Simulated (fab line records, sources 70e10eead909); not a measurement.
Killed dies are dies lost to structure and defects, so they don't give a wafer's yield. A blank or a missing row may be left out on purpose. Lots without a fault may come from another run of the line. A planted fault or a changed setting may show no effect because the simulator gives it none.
fab line records | flow nand_harc
record lots=5 wafers=15 last_day=30
route steps=1302 shown A_ONON_D2@551 A_CHANNEL_HOLE_D2@570
lots that met no fault: from a run of the same line without faults
start_h: hours from the record's first day to the start of the lot's first wafer shown | wait_h: hours since the lot's step before | " the same as in the row above | L1.1+2: a row that stands for several wafers | - no value, or no start given | * or withheld: withheld | < > ~ a bound
route shown NAME@n: a module of which the file shows steps, and the number in the route of the first | usual: mean/standard deviation of fault-free wafers | same: alike in all rows | chamber/n: place in a boat | sites: the reading at each site | _std_site: their standard deviation | _edge_site: outer sites' mean less inner sites' | radius_mm: how far each site lies from the wafer's centre | mask NAME#n: copy n | behind: the tool/chamber that last shaped the wafer | hold: why the lot was held/for how many hours/how that ended | device: the transistor (n, p or np) that didn't switch | end of line: the same wafers' tests at the end of the route | a step without rows: its recipe alone | killed: dies lost to structure and defects at the first sort, not the wafer's yield | map: a wafer's dies, x killed, . not, _ none there
set.NAME: the setting as run; set.NAME@STEP: as run at that earlier step | model.NAME: the simulator's own value behind a step, which no gauge read
lots at some steps of the route; a table a step, a row a wafer
services: from which hour (start_h, from the record's first day; less than 0 if before it) a tool's chamber was out of use, for how many hours, and why
## steps
# step NHARC_A_ONON_D2_DEP_09
# recipe target_thk_a=10000 n2_flow_sccm=2750 n2o_flow_sccm=2000 nh3_flow_sccm=500 sih4_flow_sccm=210 temp_c=400
# columns lot.wafer tool chamber start_h wait_h
L075.1+4+5 pecvd_onon-04 0 275.66 0.1
L079.2+5+6 pecvd_onon-04 0 329.61 0.1
L084.2+3+4 pecvd_onon-01 0 386.67 0.1
L088.1+4+6 pecvd_onon-04 0 415.61 0.1
L091.1+3+4 pecvd_onon-02 0 433.02 0.1
# step NHARC_A_ONON_D2_THK_MEAS_11
# recipe thk_meas_gauge=ellipsometry
# usual thk_nm=999/10
# columns lot.wafer tool chamber start_h wait_h thk_nm
L075.1 film_metro-02 - 276.17 - 994
L075.4 " - " " 995
L075.5 " - " " 994
L079.2 film_metro-01 - 330.06 - 995
L079.5 " - " " 994
L079.6 " - " " 996
L084.2 film_metro-01 - 387.12 - 1002
L084.3 " - " " 1001
L084.4 " - " " 1003
L088.1 film_metro-01 - 416.12 - 990
L088.4 " - " " 989
L088.6 " - " " 990
L091.1 film_metro-02 - 433.53 - 997
L091.3 " - " " 996
L091.4 " - " " 995
# step NHARC_A_ONON_D2_DEP_12
# recipe target_thk_a=10000 n2_flow_sccm=2750 n2o_flow_sccm=2000 nh3_flow_sccm=500 sih4_flow_sccm=210 temp_c=400
# columns lot.wafer tool chamber start_h wait_h
L075.1+4+5 pecvd_onon-02 0 276.23 0.1
L079.2+5+6 pecvd_onon-02 0 330.18 0.1
L084.2+3+4 pecvd_onon-04 0 387.24 0.1
L088.1+4+6 pecvd_onon-02 0 416.18 0.1
L091.1+3+4 pecvd_onon-01 0 433.58 0.1
# step NHARC_A_ONON_D2_THK_MEAS_14
# recipe thk_meas_gauge=ellipsometry
# usual thk_nm=998/11
# columns lot.wafer tool chamber start_h wait_h thk_nm
L075.1 film_metro-01 - 276.73 - 991
L075.4 " - " " 992
L075.5 " - " " 993
L079.2 film_metro-02 - 330.63 - 987
L079.5 " - " " 990
L079.6 " - " " 989
L084.2 film_metro-01 - 387.69 - 1008
L084.3 " - " " 1007
L084.4 " - " " 1007
L088.1 film_metro-01 - 416.69 - 1006
L088.4 " - " " 1006
L088.6 " - " " 1007
L091.1 film_metro-01 - 434.09 - 1004
L091.3 " - " " 1004
L091.4 " - " " 1004
# step NHARC_A_ONON_D2_ANNEAL_15
# recipe temp_c=750 time_s=3600
# columns lot.wafer tool chamber start_h wait_h
L075.1+4+5 furnace-06 0 279.62 2.9
L079.2+5+6 furnace-04 0 335.63 5.0
L084.2+3+4 furnace-04 0 391.08 3.4
L088.1+4+6 furnace-06 0 419.68 3.0
L091.1+3+4 furnace-06 0 438.23 4.1
# step NHARC_A_ONON_D2_DEP_16
# recipe target_thk_a=10000 n2_flow_sccm=2750 n2o_flow_sccm=2000 nh3_flow_sccm=500 sih4_flow_sccm=210 temp_c=400
# columns lot.wafer tool chamber start_h wait_h
L075.1+4+5 pecvd_onon-04 0 283.44 0.4
L079.2+5+6 pecvd_onon-01 0 339.54 0.4
L084.2+3+4 pecvd_onon-02 0 394.93 0.4
L088.1+4+6 pecvd_onon-01 0 423.50 0.4
L091.1+3+4 pecvd_onon-01 0 442.02 0.4
# step NHARC_A_ONON_D2_THK_MEAS_18
# recipe thk_meas_gauge=ellipsometry
# usual thk_nm=997/9.6
# columns lot.wafer tool chamber start_h wait_h thk_nm
L075.1 film_metro-02 - 283.96 - 1005
L075.4 " - " " 1006
L075.5 " - " " 1005
L079.2 film_metro-02 - 339.99 - 1009
L079.5 " - " " 1010
L079.6 " - " " 1011
L084.2 film_metro-02 - 395.38 - 998
L084.3 " - " " 997
L084.4 " - " " 996
L088.1 film_metro-01 - 424.01 - 998
L088.4 " - " " 998
L088.6 " - " " 997
L091.1 film_metro-02 - 442.52 - 1005
L091.3 " - " " 1003
L091.4 " - " " 1005
# step NHARC_A_ONON_D2_DEP_19
# recipe target_thk_a=10000 n2_flow_sccm=2750 n2o_flow_sccm=2000 nh3_flow_sccm=500 sih4_flow_sccm=210 temp_c=400
# columns lot.wafer tool chamber start_h wait_h
L075.1+4+5 pecvd_onon-04 0 284.01 0.1
L079.2+5+6 pecvd_onon-04 0 340.10 0.1
L084.2+3+4 pecvd_onon-04 0 395.50 0.1
L088.1+4+6 pecvd_onon-04 0 424.07 0.1
L091.1+3+4 pecvd_onon-01 0 442.58 0.1
# step NHARC_A_ONON_D2_THK_MEAS_21
# recipe thk_meas_gauge=ellipsometry
# usual thk_nm=1001/8.5
# columns lot.wafer tool chamber start_h wait_h thk_nm
L075.1 film_metro-02 - 284.53 - 998
L075.4 " - " " 997
L075.5 " - " " 996
L079.2 film_metro-02 - 340.56 - 1014
L079.5 " - " " 1016
L079.6 " - " " 1015
L084.2 film_metro-02 - 395.94 - 1009
L084.3 " - " " 1009
L084.4 " - " " 1008
L088.1 film_metro-02 - 424.58 - 1000
L088.4 " - " " 999
L088.6 " - " " 997
L091.1 film_metro-01 - 443.09 - 1005
L091.3 " - " " 1004
L091.4 " - " " 1005
# step NHARC_A_ONON_D2_DEP_22
# recipe target_thk_a=10000 n2_flow_sccm=2750 n2o_flow_sccm=2000 nh3_flow_sccm=500 sih4_flow_sccm=210 temp_c=400
# columns lot.wafer tool chamber start_h wait_h
L075.1+4+5 pecvd_onon-01 0 284.58 0.1
L079.2+5+6 pecvd_onon-01 0 340.67 0.1
L084.2+3+4 pecvd_onon-01 0 396.05 0.1
L088.1+4+6 pecvd_onon-02 0 424.64 0.1
L091.1+3+4 pecvd_onon-01 0 443.14 0.1
# step NHARC_A_ONON_D2_THK_MEAS_24
# recipe thk_meas_gauge=ellipsometry
# usual thk_nm=1002/11
# columns lot.wafer tool chamber start_h wait_h thk_nm
L075.1 film_metro-02 - 285.09 - 993
L075.4 " - " " 993
L075.5 " - " " 993
L079.2 film_metro-02 - 341.13 - 984
L079.5 " - " " 985
L079.6 " - " " 982
L084.2 film_metro-02 - 396.50 - 1003
L084.3 " - " " 1004
L084.4 " - " " 1004
L088.1 film_metro-01 - 425.15 - 1013
L088.4 " - " " 1013
L088.6 " - " " 1013
L091.1 film_metro-02 - 443.65 - 985
L091.3 " - " " 985
L091.4 " - " " 983
# step NHARC_A_ONON_D2_DEP_25
# recipe target_thk_a=10000 n2_flow_sccm=2750 n2o_flow_sccm=2000 nh3_flow_sccm=500 sih4_flow_sccm=210 temp_c=400
# columns lot.wafer tool chamber start_h wait_h
L075.1+4+5 pecvd_onon-04 0 285.15 0.1
L079.2+5+6 pecvd_onon-04 0 341.24 0.1
L084.2+3+4 pecvd_onon-02 0 396.61 0.1
L088.1+4+6 pecvd_onon-01 0 425.20 0.1
L091.1+3+4 pecvd_onon-02 0 443.71 0.1
# step NHARC_A_ONON_D2_THK_MEAS_27
# recipe thk_meas_gauge=ellipsometry
# usual thk_nm=999/8.6
# columns lot.wafer tool chamber start_h wait_h thk_nm
L075.1 film_metro-01 - 285.66 - 996
L075.4 " - " " 998
L075.5 " - " " 997
L079.2 film_metro-01 - 341.69 - 996
L079.5 " - " " 996
L079.6 " - " " 995
L084.2 film_metro-02 - 397.06 - 996
L084.3 " - " " 994
L084.4 " - " " 994
L088.1 film_metro-02 - 425.71 - 995
L088.4 " - " " 994
L088.6 " - " " 996
L091.1 film_metro-01 - 444.22 - 999
L091.3 " - " " 998
L091.4 " - " " 998
# step NHARC_A_ONON_D2_DEP_28
# recipe target_thk_a=10000 n2_flow_sccm=2750 n2o_flow_sccm=2000 nh3_flow_sccm=500 sih4_flow_sccm=210 temp_c=400
# columns lot.wafer tool chamber start_h wait_h
L075.1+4+5 pecvd_onon-01 0 285.72 0.1
L079.2+5+6 pecvd_onon-01 0 341.81 0.1
L084.2+3+4 pecvd_onon-04 0 397.18 0.1
L088.1+4+6 pecvd_onon-04 0 425.77 0.1
L091.1+3+4 pecvd_onon-04 0 444.28 0.1
# step NHARC_A_ONON_D2_THK_MEAS_30
# recipe thk_meas_gauge=ellipsometry
# usual thk_nm=1000/12
# columns lot.wafer tool chamber start_h wait_h thk_nm
L075.1 film_metro-02 - 286.23 - 984
L075.4 " - " " 986
L075.5 " - " " 985
L079.2 film_metro-01 - 342.26 - 981
L079.5 " - " " 980
L079.6 " - " " 982
L084.2 film_metro-01 - 397.63 - 1006
L084.3 " - " " 1006
L084.4 " - " " 1007
L088.1 film_metro-02 - 426.28 - 1001
L088.4 " - " " 1000
L088.6 " - " " 1000
L091.1 film_metro-01 - 444.79 - 1020
L091.3 " - " " 1020
L091.4 " - " " 1020
# step NHARC_A_ONON_D2_DEP_33
# recipe target_thk_a=2000 temp_c=400 pressure_torr=6.5 rf_w=900 teos_flow_sccm=161.4 flow_sccm=2650 target_thk_nm=200 gas=O2 material=SiO2
# usual heater_power_w=558/97 throttle_valve_pct=16.1/0.63
# columns lot.wafer tool chamber start_h wait_h heater_power_w throttle_valve_pct
L075.1 pecvd-04 2 286.36 0.1 679 16.3
L075.5 " 2 " " 711 16.4
L075.4 " 0 " " 517 16.4
L079.2 pecvd-01 0 342.41 0.1 481 15.7
L079.6 " 1 " " 684 16.9
L079.5 " 0 " " 498 15.8
L084.3 pecvd-04 0 397.73 0.1 480 16.2
L084.2 " 1 " " 664 15.3
L084.4 " 1 " " 685 15.1
L088.1 pecvd-04 2 426.34 0.1 675 16.5
L088.6 " 2 " " 657 16.3
L088.4 " 1 " " 743 15.2
L091.1 pecvd-04 2 444.91 0.1 660 16.7
L091.4 " 1 " " 711 15.3
L091.3 " 2 " " 673 16.4
# step NHARC_A_ONON_D2_THK_MEAS_34
# recipe thk_meas_gauge=ellipsometry
# usual thk_nm=199.5/2.4
# columns lot.wafer tool chamber start_h wait_h thk_nm
L075.1 film_metro-02 - 286.73 - 199.8
L075.4 " - " " 200.8
L075.5 " - " " 199.8
L079.2 film_metro-01 - 342.73 - 198.0
L079.5 " - " " 200.0
L079.6 " - " " 199.8
L084.2 film_metro-02 - 398.10 - 201.4
L084.3 " - " " 199.2
L084.4 " - " " 203.8
L088.1 film_metro-02 - 426.75 - 196.2
L088.4 " - " " 201.2
L088.6 " - " " 200.4
L091.1 film_metro-02 - 445.39 0.4 200.0
L091.3 " - " " 201.4
L091.4 " - " " 199.8
# step NHARC_A_ONON_D2_INSPECT_32
# usual raw_defect_count=416/170
# columns lot.wafer tool chamber start_h wait_h raw_defect_count
L075.1 defect_inspect-01 - 286.82 0.0 278
L075.4 " - " " 158
L075.5 " - " " 347
L079.2 defect_inspect-01 - 342.82 0.0 536
L079.5 " - " " 294
L079.6 " - " " 571
L084.2 defect_inspect-01 - 398.17 0.0 1164
L084.3 " - " " 1198
L084.4 " - " " 1072
L088.1 defect_inspect-01 - 426.82 0.0 345
L088.4 " - " " 410
L088.6 " - " " 210
L091.1 defect_inspect-01 - 445.48 0.0 403
L091.3 " - " " 358
L091.4 " - " " 425
# step NHARC_A_CHANNEL_HOLE_D2_DEP_00
# recipe target_thk_a=31000 temp_c=400 material=aC
# usual throttle_valve_pct=35.000/0.0092
# columns lot.wafer tool chamber start_h wait_h throttle_valve_pct
L075.1 acl_dep-01 0 288.48 1.7 35.002
L075.4 " 0 " " 35.003
L075.5 " 0 " " 35.005
L079.2 acl_dep-02 0 345.37 2.5 34.986
L079.5 " 0 " " 34.996
L079.6 " 0 " " 35.005
L084.2 acl_dep-03 0 398.55 0.4 34.999
L084.3 " 0 " " 34.996
L084.4 " 0 " " 35.006
L088.1 acl_dep-01 0 429.14 2.3 35.008
L088.4 " 0 " " 35.017
L088.6 " 0 " " 35.004
L091.1 acl_dep-01 0 447.33 1.8 35.005
L091.3 " 0 " " 34.991
L091.4 " 0 " " 35.005
# step NHARC_A_CHANNEL_HOLE_D2_DEP_01
# recipe target_thk_a=1400 target_thk_nm=140 temp_c=400 pressure_torr=3.5 flow_sccm=200 rf_w=350 material=SiON
# usual heater_power_w=717/68
# columns lot.wafer tool chamber start_h wait_h heater_power_w
L075.1 pecvd-03 1 290.43 1.6 777
L075.5 " 0 " " 701
L075.4 " 1 " " 791
L079.2 pecvd-02 2 346.96 1.3 631
L079.6 " 0 " " 798
L079.5 " 1 " " 690
L084.3 pecvd-03 2 400.13 1.0 622
L084.2 " 0 " " 707
L084.4 " 0 " " 742
L088.1 pecvd-03 1 431.11 1.7 750
L088.6 " 1 " " 739
L088.4 " 2 " " 663
L091.1 pecvd-01 2 449.28 1.6 780
L091.4 " 0 " " 643
L091.3 " 2 " " 777
# step NHARC_A_CHANNEL_HOLE_D2_DEHYDRATE_02
# recipe temp_c=150 time_s=120
# columns lot.wafer tool chamber start_h wait_h
L075.1+4+5 litho_track-04 0 290.68 0.2
L079.2+5+6 litho_track-06 0 347.23 0.2
L084.2+3+4 litho_track-04 0 400.41 0.2
L088.1+4+6 litho_track-01 0 431.36 0.2
L091.1+3+4 litho_track-04 0 449.59 0.3
# step NHARC_A_CHANNEL_HOLE_D2_HMDS_03
# recipe time_s=30
# columns lot.wafer tool chamber start_h wait_h
L075.1+4+5 litho_track-04 0 - -
L079.2+5+6 litho_track-06 0 - -
L084.2+3+4 litho_track-04 0 - -
L088.1+4+6 litho_track-01 0 - -
L091.1+3+4 litho_track-04 0 - -
# step NHARC_A_CHANNEL_HOLE_D2_COAT_36
# recipe temp_c=260 time_s=75
# columns lot.wafer tool chamber start_h wait_h
L075.1+4+5 litho_track-04 0 - -
L079.2+5+6 litho_track-06 0 - -
L084.2+3+4 litho_track-04 0 - -
L088.1+4+6 litho_track-01 0 - -
L091.1+3+4 litho_track-04 0 - -
# step NHARC_A_CHANNEL_HOLE_D2_COAT_37
# recipe temp_c=225 time_s=65
# columns lot.wafer tool chamber start_h wait_h
L075.1+4+5 litho_track-04 0 - -
L079.2+5+6 litho_track-06 0 - -
L084.2+3+4 litho_track-04 0 - -
L088.1+4+6 litho_track-01 0 - -
L091.1+3+4 litho_track-04 0 - -
# step NHARC_A_CHANNEL_HOLE_D2_COAT_04
# recipe spin_rpm=1500 resist_thk_nm=90
# columns lot.wafer tool chamber start_h wait_h
L075.1+4+5 litho_track-04 0 - -
L079.2+5+6 litho_track-06 0 - -
L084.2+3+4 litho_track-04 0 - -
L088.1+4+6 litho_track-01 0 - -
L091.1+3+4 litho_track-04 0 - -
# step NHARC_A_CHANNEL_HOLE_D2_SOFTBAKE_05
# recipe temp_c=105 time_s=55
# columns lot.wafer tool chamber start_h wait_h
L075.1+4+5 litho_track-04 0 - -
L079.2+5+6 litho_track-06 0 - -
L084.2+3+4 litho_track-04 0 - -
L088.1+4+6 litho_track-01 0 - -
L091.1+3+4 litho_track-04 0 - -
# step NHARC_A_CHANNEL_HOLE_D2_EBR_06
# columns lot.wafer tool chamber start_h wait_h
L075.1+4+5 litho_track-04 0 - -
L079.2+5+6 litho_track-06 0 - -
L084.2+3+4 litho_track-04 0 - -
L088.1+4+6 litho_track-01 0 - -
L091.1+3+4 litho_track-04 0 - -
# step NHARC_A_CHANNEL_HOLE_D2_EXPOSE_07
# recipe na=1.35 target_cd_nm=100 sigma_outer=0.3 dose_mj=59.65 mask_id=HOLE_D2
# columns lot.wafer tool chamber start_h wait_h mask
L075.1+4+5 arfi_scanner-02 0 290.99 - HOLE_D2#0
L079.2+5+6 arfi_scanner-02 0 347.42 - HOLE_D2#0
L084.2+3+4 arfi_scanner-02 0 400.72 - HOLE_D2#0
L088.1+4+6 arfi_scanner-01 0 431.67 - HOLE_D2#0
L091.1+3+4 arfi_scanner-02 0 449.90 - HOLE_D2#0
# step NHARC_A_CHANNEL_HOLE_D2_PEB_08
# recipe peb_temp_c=100 peb_time_s=65
# columns lot.wafer tool chamber start_h wait_h
L075.1+4+5 litho_track-06 0 291.05 0.1
L079.2+5+6 litho_track-04 0 347.48 0.1
L084.2+3+4 litho_track-01 0 400.78 0.1
L088.1+4+6 litho_track-06 0 431.72 0.1
L091.1+3+4 litho_track-06 0 449.96 0.1
# step NHARC_A_CHANNEL_HOLE_D2_DEVELOP_09
# recipe develop_time_s=35 dev_temp_c=23
# columns lot.wafer tool chamber start_h wait_h
L075.1+4+5 litho_track-06 0 - -
L079.2+5+6 litho_track-04 0 - -
L084.2+3+4 litho_track-01 0 - -
L088.1+4+6 litho_track-06 0 - -
L091.1+3+4 litho_track-06 0 - -
# step NHARC_A_CHANNEL_HOLE_D2_CD_MEAS_10
# recipe target_cd_nm=100 landing_energy_ev=500
# usual cd_nm=100.0/0.44
# columns lot.wafer tool chamber start_h wait_h cd_nm
L075.1 cd_sem-01 0 291.13 - 100.9
L075.4 " 0 " " 99.6
L075.5 " 0 " " 99.6
L079.2 cd_sem-02 0 347.56 - 100.1
L079.5 " 0 " " 99.5
L079.6 " 0 " " 99.7
L084.2 cd_sem-01 0 400.86 - 100.4
L084.3 " 0 " " 99.4
L084.4 " 0 " " 100.1
L088.1 cd_sem-03 0 431.80 - 100.4
L088.4 " 0 " " 100.3
L088.6 " 0 " " 100.3
L091.1 cd_sem-02 0 450.05 - 100.6
L091.3 " 0 " " 99.9
L091.4 " 0 " " 100.5
# step NHARC_A_CHANNEL_HOLE_D2_OVL_MEAS_11
# usual overlay_x_nm=0.2/1 overlay_y_nm=0.1/0.68
# columns lot.wafer tool chamber start_h wait_h overlay_x_nm overlay_y_nm
L075.1 overlay-02 - 291.22 - -0.5 0.2
L075.4 " - " " -0.2 -0.2
L075.5 " - " " -1.1 0.1
L079.2 overlay-02 - 347.65 - -0.6 0.4
L079.5 " - " " -0.2 0.5
L079.6 " - " " -0.2 0.3
L084.2 overlay-01 - 400.94 - 0.9 -0.1
L084.3 " - " " 0.5 0.8
L084.4 " - " " 0.9 0.4
L088.1 overlay-01 - 431.89 - 0.9 1.6
L088.4 " - " " 0.2 2.1
L088.6 " - " " 0.7 1.8
L091.1 overlay-01 - 450.14 - -0.2 0.5
L091.3 " - " " -0.3 0.7
L091.4 " - " " 0.1 0.7
# step NHARC_A_CHANNEL_HOLE_D2_INSPECT_12
# usual raw_defect_count=33/22
# columns lot.wafer tool chamber start_h wait_h raw_defect_count
L075.1 defect_inspect-01 - 291.26 0.0 57
L075.4 " - " " 62
L075.5 " - " " 51
L079.2 defect_inspect-02 - 347.68 0.0 10
L079.5 " - " " 6
L079.6 " - " " 6
L084.2 defect_inspect-02 - 400.98 0.0 60
L084.3 " - " " 54
L084.4 " - " " 52
L088.1 defect_inspect-01 - 431.93 0.0 11
L088.4 " - " " 25
L088.6 " - " " 16
L091.1 defect_inspect-02 - 450.18 0.0 63
L091.3 " - " " 69
L091.4 " - " " 56
# step NHARC_A_CHANNEL_HOLE_D2_DESCUM_15
# recipe time_s=3 o2_flow_sccm=200 ar_flow_sccm=0 bias_power_w=0 chemistry=O2
# usual drypump_motor_current_A=5.9/0.55 oes_product_au=1.000/0.0078 rf_vpp_V=58.0/0.96 showerhead_plenum_p_Torr=1.96/0.078 throttle_valve_pct=11.311/0.0091
# columns lot.wafer tool chamber start_h wait_h drypump_motor_current_A oes_product_au rf_hours_counter_h rf_vpp_V showerhead_plenum_p_Torr throttle_valve_pct
L075.1 rie_diel-09 0 291.32 0.1 5.7 1.005 8 59.2 2.06 11.320
L075.5 " 0 " " 5.7 0.996 - 59.9 2.06 11.301
L075.4 " 3 " " 6.2 1.016 - 58.1 2.03 11.289
L079.2 rie_diel-01 1 347.76 0.1 5.4 1.016 9 58.0 2.05 11.302
L079.5 " 3 " " 6.5 1.012 - 56.8 1.91 11.310
L079.6 " 0 " " 5.0 0.999 - 58.5 2.02 11.304
L084.2 rie_diel-09 2 401.04 0.1 6.2 1.002 2 58.3 1.92 11.300
L084.4 " 0 " " 5.7 0.992 2 57.9 2.06 11.310
L084.3 " 1 " " 6.7 1.004 2 57.6 1.84 11.315
L088.4 rie_diel-01 0 432.00 0.1 5.0 0.991 2 58.6 2.02 11.310
L088.1 " 1 " " 5.4 0.995 2 59.3 2.05 11.304
L088.6 " 0 " " 5.0 0.990 - 60.0 2.02 11.313
L091.3 rie_diel-09 1 450.24 0.1 6.6 0.994 8 56.7 1.84 11.311
L091.1 " 2 " " 6.1 1.001 6 57.3 1.92 11.319
L091.4 " 0 " " 5.7 0.994 7 58.4 2.06 11.302
# step NHARC_A_CHANNEL_HOLE_D2_ETCH_38
# recipe target_depth_a=390 over_etch_frac=0.3 time_s=65 ion_energy_ev=80 cf4_flow_sccm=150 ar_flow_sccm=0 rf_w=300 bias_w=100 chemistry=CF4
# usual drypump_motor_current_A=6.0/0.55 oes_product_au=1.001/0.007 rf_vpp_V=151.9/1 showerhead_plenum_p_Torr=1.81/0.067 throttle_valve_pct=13.284/0.0091
# columns lot.wafer tool chamber start_h wait_h drypump_motor_current_A oes_product_au rf_hours_counter_h rf_vpp_V showerhead_plenum_p_Torr throttle_valve_pct
L075.1 rie_diel-09 3 291.44 0.1 6.2 1.007 8 152.3 1.86 13.284
L075.5 " 0 " " 5.7 1.004 - 152.7 1.89 13.293
L075.4 " 2 " " 6.2 1.003 - 152.4 1.77 13.276
L079.2 rie_diel-01 1 347.84 0.1 5.4 0.998 9 152.6 1.89 13.283
L079.6 " 0 " " 5.0 0.999 - 154.0 1.86 13.276
L079.5 " 1 " " 5.5 1.007 - 153.8 1.89 13.272
L084.2 rie_diel-09 3 401.13 0.1 6.2 0.998 2 152.3 1.86 13.291
L084.4 " 1 " " 6.7 1.002 2 150.8 1.71 13.289
L084.3 " 2 " " 6.1 0.995 2 151.0 1.77 13.282
L088.1 rie_diel-01 1 432.08 0.1 5.4 1.005 2 152.6 1.88 13.274
L088.4 " 3 " " 6.4 0.998 2 151.5 1.76 13.295
L088.6 " 0 " " 5.0 0.998 - 154.3 1.86 13.280
L091.4 rie_diel-09 1 450.32 0.1 6.6 1.015 8 151.9 1.70 13.261
L091.3 " 2 " " 6.2 1.002 6 152.0 1.77 13.284
L091.1 " 3 " " 6.2 1.007 4 152.9 1.86 13.276
# step NHARC_A_CHANNEL_HOLE_D2_ETCH_39
# recipe target_depth_a=2600 over_etch_frac=0.3 time_s=325 ion_energy_ev=200 n2_flow_sccm=150 h2_flow_sccm=150 ar_flow_sccm=0 rf_w=400 bias_w=150 chemistry=N2/H2
# usual drypump_motor_current_A=5.9/0.55 h2_flow_sccm=150.0/0.44 oes_product_au=0.999/0.007 rf_vpp_V=432.1/2.2 showerhead_plenum_p_Torr=2.10/0.087 throttle_valve_pct=14.172/0.0084
# columns lot.wafer tool chamber start_h wait_h drypump_motor_current_A h2_flow_sccm oes_product_au rf_hours_counter_h rf_vpp_V showerhead_plenum_p_Torr throttle_valve_pct
L075.1 rie_diel-09 2 - - 6.2 150.3 0.999 9 431.2 2.05 14.178
L075.4 " 3 " " 6.2 150.2 0.998 - 433.3 2.16 14.165
L075.5 " 0 " " 5.7 150.8 0.992 - 434.9 2.20 14.172
L079.2 rie_diel-01 2 - - 5.3 150.4 1.009 8 430.1 2.02 14.170
L079.6 " 0 " " 5.0 150.4 1.006 - 432.0 2.16 14.163
L079.5 " 1 " " 5.4 149.9 1.001 - 435.1 2.19 14.174
L084.3 rie_diel-09 0 - - 5.7 150.1 0.982 2 434.5 2.20 14.188
L084.4 " 1 " " 6.7 149.9 1.006 2 428.3 1.96 14.175
L084.2 " 3 " " 6.2 149.7 1.001 2 434.1 2.16 14.161
L088.1 rie_diel-01 0 - - 5.0 150.8 0.991 2 434.6 2.16 14.171
L088.4 " 2 " " 5.3 150.0 0.997 3 430.5 2.02 14.175
L088.6 " 0 " " 5.0 150.7 0.985 - 433.8 2.16 14.166
L091.1 rie_diel-09 2 - - 6.2 150.2 0.993 7 431.8 2.04 14.185
L091.4 " 3 " " 6.2 149.9 0.994 5 433.9 2.16 14.177
L091.3 " 0 " " 5.7 151.0 0.988 7 434.0 2.20 14.176
# step NHARC_A_CHANNEL_HOLE_D2_ETCH_34
# recipe target_depth_a=1540 time_s=77 cf4_flow_sccm=100 chf3_flow_sccm=30 ar_flow_sccm=0 rf_w=500 bias_w=200 chemistry=CF4/CHF3
# usual drypump_motor_current_A=5.9/0.54 oes_product_au=0.961/0.016 rf_vpp_V=371.8/2.1 showerhead_plenum_p_Torr=1.61/0.06 throttle_valve_pct=16.802/0.0098
# columns lot.wafer tool chamber start_h wait_h drypump_motor_current_A oes_product_au rf_hours_counter_h rf_vpp_V showerhead_plenum_p_Torr throttle_valve_pct
L075.1 rie_diel-09 2 - - 6.1 0.959 9 372.3 1.58 16.811
L075.5 " 3 " " 6.2 0.962 - 372.9 1.66 16.791
L075.4 " 0 " " 5.7 0.951 - 373.4 1.69 16.788
L079.2 rie_diel-01 2 - - 5.3 0.974 8 370.8 1.56 16.813
L079.6 " 0 " " 5.0 0.957 - 372.5 1.66 16.790
L079.5 " 1 " " 5.4 0.979 - 374.5 1.68 16.804
L084.2 rie_diel-09 0 - - 5.7 0.965 2 373.1 1.69 16.802
L084.3 " 2 " " 6.1 0.965 2 370.2 1.58 16.809
L084.4 " 3 " " 6.2 0.960 2 373.8 1.66 16.814
L088.4 rie_diel-01 2 - - 5.3 0.977 3 370.9 1.56 16.794
L088.1 " 3 " " 6.5 0.962 2 371.5 1.57 16.789
L088.6 " 1 " " 5.4 0.969 - 373.6 1.68 16.795
L091.1 rie_diel-09 2 - - 6.1 0.965 7 371.1 1.58 16.813
L091.4 " 3 " " 6.2 0.981 5 374.1 1.66 16.811
L091.3 " 1 " " 6.7 0.974 8 368.8 1.52 16.804
# step NHARC_A_CHANNEL_HOLE_D2_ETCH_16
# recipe target_depth_a=31000 over_etch_frac=0.3 time_s=806 ion_energy_ev=150 o2_flow_sccm=400 cos_flow_sccm=20 ar_flow_sccm=0 rf_w=500 bias_w=300 chemistry=O2/COS
# usual drypump_motor_current_A=5.9/0.55 oes_product_au=1.001/0.0081 rf_vpp_V=315.2/1.9 showerhead_plenum_p_Torr=3.20/0.12 throttle_valve_pct=28.330/0.0086
# columns lot.wafer tool chamber start_h wait_h drypump_motor_current_A oes_product_au rf_hours_counter_h rf_vpp_V showerhead_plenum_p_Torr throttle_valve_pct
L075.1 rie_diel-09 2 - - 6.2 0.994 9 315.1 3.13 28.328
L075.5 " 3 " " 6.2 1.012 - 316.9 3.29 28.325
L075.4 " 0 " " 5.7 1.001 - 317.4 3.35 28.326
L079.2 rie_diel-01 2 - - 5.3 1.027 8 314.7 3.10 28.325
L079.6 " 3 " " 6.5 1.016 - 313.2 3.12 28.332
L079.5 " 0 " " 5.0 0.998 - 316.6 3.29 28.330
L084.3 rie_diel-09 2 - - 6.2 1.001 2 314.2 3.13 28.347
L084.2 " 3 " " 6.3 1.010 2 316.9 3.29 28.320
L084.4 " 0 " " 5.7 0.996 2 316.9 3.34 28.333
L088.1 rie_diel-01 3 - - 6.5 1.005 2 314.5 3.11 28.311
L088.4 " 1 " " 5.4 1.004 2 317.8 3.33 28.340
L088.6 " 0 " " 5.0 1.000 - 315.8 3.29 28.318
L091.1 rie_diel-09 2 - - 6.2 0.993 7 313.9 3.13 28.332
L091.4 " 0 " " 5.7 0.998 7 317.2 3.34 28.329
L091.3 " 1 " " 6.7 1.003 8 312.8 3.01 28.339
# step NHARC_A_CHANNEL_HOLE_D2_CD_MEAS_18
# usual cd_nm=99.5/1.7
# columns lot.wafer tool chamber start_h wait_h cd_nm
L075.1 cd_sem-01 - 292.64 - 101.2
L075.4 " - " " 97.5
L075.5 " - " " 96.6
L079.2 cd_sem-01 - 348.86 - 99.6
L079.5 " - " " 97.7
L079.6 " - " " 97.8
L084.2 cd_sem-02 - 402.15 - 99.6
L084.3 " - " " 99.9
L084.4 " - " " 98.9
L088.1 cd_sem-03 - 433.09 - 98.1
L088.4 " - " " 97.3
L088.6 " - " " 99.5
L091.1 cd_sem-02 - 451.34 - 101.8
L091.3 " - " " 100.6
L091.4 " - " " 101.0
## services
# columns tool chamber start_h hours kind
pecvd_onon-01 - 269.00 13.0 pm
pecvd-04 - 269.34 13.0 pm
arfi_scanner-02 - 269.35 0.7 repair
rie_diel-01 0 277.26 3.5 repair
rie_diel-09 1 285.79 15.3 repair
rie_diel-01 0 298.87 1.5 repair
pecvd_onon-04 - 311.91 13.0 pm
arfi_scanner-02 - 312.00 4.0 pm
rie_diel-09 - 316.92 0.6 repair
rie_diel-09 - 320.10 9.0 pm
rie_diel-01 3 328.72 4.2 repair
rie_diel-09 3 329.61 22.1 repair
litho_track-01 - 330.00 7.0 pm
litho_track-06 - 354.00 7.0 pm
arfi_scanner-02 - 357.20 1.8 repair
rie_diel-01 1 362.88 9.2 repair
pecvd_onon-02 - 366.09 13.0 pm
pecvd-04 - 369.25 0.6 repair
litho_track-04 - 378.00 7.0 pm
rie_diel-01 - 380.80 9.0 pm
rie_diel-09 3 410.26 11.6 repair
pecvd_onon-04 - 434.90 2.4 repair
pecvd_onon-01 - 450.00 13.0 pm
pecvd_onon-02 - 450.14 14.9 repair
## key
fault none
